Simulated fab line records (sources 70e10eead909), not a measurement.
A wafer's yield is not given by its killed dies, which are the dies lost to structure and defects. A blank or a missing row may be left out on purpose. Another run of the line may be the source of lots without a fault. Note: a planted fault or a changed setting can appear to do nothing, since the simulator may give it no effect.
One fault seen from 3 desks ; flow nandHarc ; each desk has only its own numbers; what lay behind them comes last

## THE DEFECT DESK
Counts from the inspections along the route, per lot, as means over the sampled wafers that have a number. The brackets show how far a lot's mean lies from the usual mean; more than 4 standard deviations puts the lot out of limits, marked OUT.
Columns: A = rawDefectCount at NHARC_A_BLC_INSPECT_12, usual 26
lot;first seen here;A
L118;day 17 14:38;26
L117;day 17 21:08;22
L119;day 17 22:34;34
L122;day 18 02:52;26
L121;day 18 13:52;43
L116;day 18 18:33;13
L125;day 19 15:22;44
L130;day 20 04:13;12
L131;day 21 05:41;29
L137;day 22 13:01;102 (+6.3) OUT
L138;day 22 16:17;203 (+15) OUT
L139;day 22 23:50;25
This desk's finding: out of limits on L137, L138; first on L137, day 22 13:01 (rawDefectCount at NHARC_A_BLC_INSPECT_12). L118, L117, L119, L122, L121, L116, L125, L130, L131, L139 stayed within limits.

## THE METROLOGY DESK
What the gauges read for every lot (on any tool): the sampled wafers with a number, averaged. The brackets show how far a lot's mean lies from the usual mean; more than 4 standard deviations puts the lot out of limits, marked OUT.
Columns: A = cdNm at NHARC_A_BLC_CD_MEAS_19, usual 99.2 nm
lot;first seen here;A
L118;day 17 15:40;99.4
L117;day 17 22:10;99.4
L119;day 17 23:35;98.6
L122;day 18 03:53;100.7
L121;day 18 15:05;100.6
L116;day 18 19:35;98.9
L125;day 19 16:23;99.5
L130;day 20 05:15;98.6
L131;day 21 06:43;98.2
L137;day 22 14:02;98.8
L138;day 22 17:30;98.0
L139;day 23 00:52;98.9
This desk's verdict: no lot among the 12 shows anything out of limits.

## DESK OF THE TOOL OWNER: cmp-03
The tool's own readings at NHARC_A_CONTACT_CMP_20 (polishes, t overpolish 30 s, target thk 300 nm): means of the sampled wafers that have a number, for each lot that ran on this tool. The brackets show how far a lot's mean lies from the usual mean; more than 4 standard deviations puts the lot out of limits, marked OUT.
Columns: A = motorCurrentA at NHARC_A_CONTACT_CMP_20, usual 12.4 A; B = overpolishRunS at NHARC_A_CONTACT_CMP_20, usual 29.999 s; C = timeToEndpointS at NHARC_A_CONTACT_CMP_20, usual 59 s
lot;first seen here;A;B;C
L119;day 17 21:32;13.1;29.991;61
L121;day 18 12:50;12.9;29.996;57
L125;day 19 14:27;13.0;29.994;56
L137;day 22 11:56;13.7;29.998;62
L138;day 22 15:13;12.9;30.008;67
This desk's verdict: no lot among the 5 shows anything out of limits.

## PUT TOGETHER
The defect desk could have raised an alarm at day 22 13:01, on L137, L138.
Nothing out of limits was seen by the metrology desk.
The desk of the tool owner found nothing out of limits.
The metrology desk holds a record of L137, L138, inside its limits.
The tool owner's desk has L137, L138 on record, within its limits.
The lots listed all ran NHARC_A_CONTACT_CMP_20 on cmp-03.

## WHAT THE SIMULATOR HAD PUT IN
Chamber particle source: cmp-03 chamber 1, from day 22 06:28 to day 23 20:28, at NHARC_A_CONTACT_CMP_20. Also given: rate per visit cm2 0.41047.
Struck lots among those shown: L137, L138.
Hours from the fault's start to each desk's first reading out of limits: the defect desk, 7.
